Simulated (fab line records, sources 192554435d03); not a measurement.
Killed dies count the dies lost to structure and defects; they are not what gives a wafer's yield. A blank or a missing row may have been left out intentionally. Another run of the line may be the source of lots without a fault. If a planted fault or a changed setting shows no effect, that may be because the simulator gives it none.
Lot-split experiment || flow n5-finfet || 21 wafers read across 7 lots, on a route 1938 steps long

== THE SPLIT ITSELF ==
At N5_BEOL_M8_EXPOSE_08 (exposes mask M8), the setting dose-mj was moved away from the recipe's 68.25 on 9 of the 21 wafers read, by -6.3% to +5.5%. All remaining wafers had this setting at the recipe value.

== FROM THE SPLIT TO THE READING: what the file shows between them, 15 steps ==
- N5_BEOL_M8_PEB_09: peb time 60 s
- N5_BEOL_M8_DEVELOP_10: develop time 30 s
- N5_BEOL_M8_CD_MEAS_11: target cd 38.5 nm
- N5_BEOL_M8_DESCUM_16: chemistry O2, time 7.9 s
- N5_BEOL_M8_ETCH_61: etches SiARC in CF4, target depth 45.5 nm, time 75.8 s
- N5_BEOL_M8_ETCH_62: etches SOC in N2/H2, target depth 110 nm, overetch 22 nm, time 165 s
- N5_BEOL_M8_STRIP_68: strips in N2/H2
- N5_BEOL_M8_STRIP_67: strips in CF4
- N5_BEOL_M8_HM_OPEN_17: chemistry Cl2/BCl3, target TiN, target depth 20 nm, overetch 6 nm
- N5_BEOL_M8_STRIP_19: strips in O2
- N5_BEOL_M8_CD_MEAS_18: pitch 80 nm, target cd 40 nm
- N5_BEOL_M8_COAT_63: time 60 s, resist thk 60 nm
- N5_BEOL_M8_COAT_64: time 60 s, resist thk 12 nm
- N5_BEOL_M8_PRECLEAN_42: cleans in residue remover, time 60 s
- N5_BEOL_M8_SRD_43: time 30 s

== THE READING ==
cd-nm (nm) at N5_BEOL_M8_CD_MEAS_35, where the cd target is 40 nm. A value of 40.0 nm with a standard deviation of 0.43 nm is what fault-free wafers of this fab line usually give.

{"wafer": "L074.2", "tool, chamber at the split": "arfi-scanner-01, 0", "dose-mj as run": 71.98, "against the recipe": "+5.5%", "cd-nm, nm": 42.6, "against lot-mates on the recipe": "+2.7"}
{"wafer": "L074.3", "tool, chamber at the split": "arfi-scanner-01, 0", "dose-mj as run": 68.25, "against the recipe": "recipe", "cd-nm, nm": 39.9, "against lot-mates on the recipe": "-"}
{"wafer": "L074.4", "tool, chamber at the split": "arfi-scanner-01, 0", "dose-mj as run": 71.98, "against the recipe": "+5.5%", "cd-nm, nm": 43.0, "against lot-mates on the recipe": "+3.1"}
{"wafer": "L076.1", "tool, chamber at the split": "arfi-scanner-03, 0", "dose-mj as run": 65.78, "against the recipe": "-3.6%", "cd-nm, nm": 37.9, "against lot-mates on the recipe": -1.4}
{"wafer": "L076.2", "tool, chamber at the split": "arfi-scanner-03, 0", "dose-mj as run": 68.25, "against the recipe": "recipe", "cd-nm, nm": 39.5, "against lot-mates on the recipe": "-"}
{"wafer": "L076.4", "tool, chamber at the split": "arfi-scanner-03, 0", "dose-mj as run": 68.25, "against the recipe": "recipe", "cd-nm, nm": 39.0, "against lot-mates on the recipe": "-"}
{"wafer": "L081.1", "tool, chamber at the split": "arfi-scanner-03, 0", "dose-mj as run": 68.25, "against the recipe": "recipe", "cd-nm, nm": 40.0, "against lot-mates on the recipe": "-"}
{"wafer": "L081.2", "tool, chamber at the split": "arfi-scanner-03, 0", "dose-mj as run": 68.25, "against the recipe": "recipe", "cd-nm, nm": 40.3, "against lot-mates on the recipe": "-"}
{"wafer": "L081.4", "tool, chamber at the split": "arfi-scanner-03, 0", "dose-mj as run": 68.25, "against the recipe": "recipe", "cd-nm, nm": 40.1, "against lot-mates on the recipe": "-"}
{"wafer": "L083.3", "tool, chamber at the split": "arfi-scanner-01, 0", "dose-mj as run": 66.77, "against the recipe": "-2.2%", "cd-nm, nm": 39.0, "against lot-mates on the recipe": "no lot-mate on the recipe"}
{"wafer": "L083.4", "tool, chamber at the split": "arfi-scanner-01, 0", "dose-mj as run": 66.77, "against the recipe": "-2.2%", "cd-nm, nm": 38.7, "against lot-mates on the recipe": "no lot-mate on the recipe"}
{"wafer": "L083.6", "tool, chamber at the split": "arfi-scanner-01, 0", "dose-mj as run": 66.77, "against the recipe": "-2.2%", "cd-nm, nm": 38.7, "against lot-mates on the recipe": "no lot-mate on the recipe"}
{"wafer": "L086.2", "tool, chamber at the split": "arfi-scanner-03, 0", "dose-mj as run": 68.25, "against the recipe": "recipe", "cd-nm, nm": 40.1, "against lot-mates on the recipe": "-"}
{"wafer": "L086.4", "tool, chamber at the split": "arfi-scanner-03, 0", "dose-mj as run": 68.25, "against the recipe": "recipe", "cd-nm, nm": 39.3, "against lot-mates on the recipe": "-"}
{"wafer": "L086.5", "tool, chamber at the split": "arfi-scanner-03, 0", "dose-mj as run": 63.98, "against the recipe": "-6.3%", "cd-nm, nm": 38.2, "against lot-mates on the recipe": -1.5}
{"wafer": "L088.1", "tool, chamber at the split": "arfi-scanner-02, 0", "dose-mj as run": 68.25, "against the recipe": "recipe", "cd-nm, nm": 39.5, "against lot-mates on the recipe": "-"}
{"wafer": "L088.3", "tool, chamber at the split": "arfi-scanner-02, 0", "dose-mj as run": 68.25, "against the recipe": "recipe", "cd-nm, nm": 39.8, "against lot-mates on the recipe": "-"}
{"wafer": "L088.4", "tool, chamber at the split": "arfi-scanner-02, 0", "dose-mj as run": 68.25, "against the recipe": "recipe", "cd-nm, nm": 39.7, "against lot-mates on the recipe": "-"}
{"wafer": "L090.2", "tool, chamber at the split": "arfi-scanner-01, 0", "dose-mj as run": 68.25, "against the recipe": "recipe", "cd-nm, nm": 39.9, "against lot-mates on the recipe": "-"}
{"wafer": "L090.3", "tool, chamber at the split": "arfi-scanner-01, 0", "dose-mj as run": 70.13, "against the recipe": "+2.8%", "cd-nm, nm": 41.5, "against lot-mates on the recipe": "+1.6"}
{"wafer": "L090.5", "tool, chamber at the split": "arfi-scanner-01, 0", "dose-mj as run": 70.13, "against the recipe": "+2.8%", "cd-nm, nm": 41.6, "against lot-mates on the recipe": "+1.7"}

THE FIT
A straight line over all 21 wafers: cd-nm changes by +0.466 nm for each +1% of dose-mj; r = +0.94; the points scatter about the line by 0.46 nm.
The same after taking each lot's own level away (the mean of its wafers on the recipe; 18 wafers): +0.423 nm for each +1%; r = +0.95; scatter 0.39 nm.
On that fit, the largest move of dose-mj shifts the reading by 2.6 nm.
Across the lots, their own levels run from 39.25 to 40.13 nm, a range of 2.1 times the standard deviation given above.
So the lot-to-lot level changes the slope: the two fits differ.
Check: with one of the wafers moved furthest among these (-6.3%) left out of the fit, the line predicts -3.11 nm for it against its lot-mates. Against them it came out at -1.5 nm.

== THE WHOLE CHAIN: every reading that the file lists as answering this split, in the file's order ==
{"step": "N5_BEOL_M8_CD_MEAS_11", "what it does": "target cd 38.5 nm", "reading": "cd-nm", "change (the file's fit)": "+0.422 nm for each +1% of the setting", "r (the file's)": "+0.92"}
{"step": "N5_BEOL_M8_ETCH_61", "what it does": "etches SiARC in CF4, target depth 45.5 nm, time 75.8 s", "reading": "BEOL_M8.cd-offset-nm (the simulator's own value, which no gauge read)", "change (the file's fit)": "+0.39 nm for each +1% of the setting", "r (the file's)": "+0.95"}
{"step": "N5_BEOL_M8_HM_OPEN_17", "what it does": "chemistry Cl2/BCl3, target TiN, target depth 20 nm, overetch 6 nm", "reading": "BEOL_M8.cd-offset-nm (the simulator's own value, which no gauge read)", "change (the file's fit)": "+0.355 nm for each +1% of the setting", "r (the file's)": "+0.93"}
{"step": "N5_BEOL_M8_CD_MEAS_18", "what it does": "pitch 80 nm, target cd 40 nm", "reading": "cd-nm", "change (the file's fit)": "+0.413 nm for each +1% of the setting", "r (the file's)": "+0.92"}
{"step": "N5_BEOL_M8_CD_MEAS_35", "what it does": "target cd 40 nm", "reading": "cd-nm", "change (the file's fit)": "+0.386 nm for each +1% of the setting", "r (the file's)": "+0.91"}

== THE FILE'S OWN FIT ==
cd-nm changes by +0.386 nm for each +1% of dose-mj, r = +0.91.
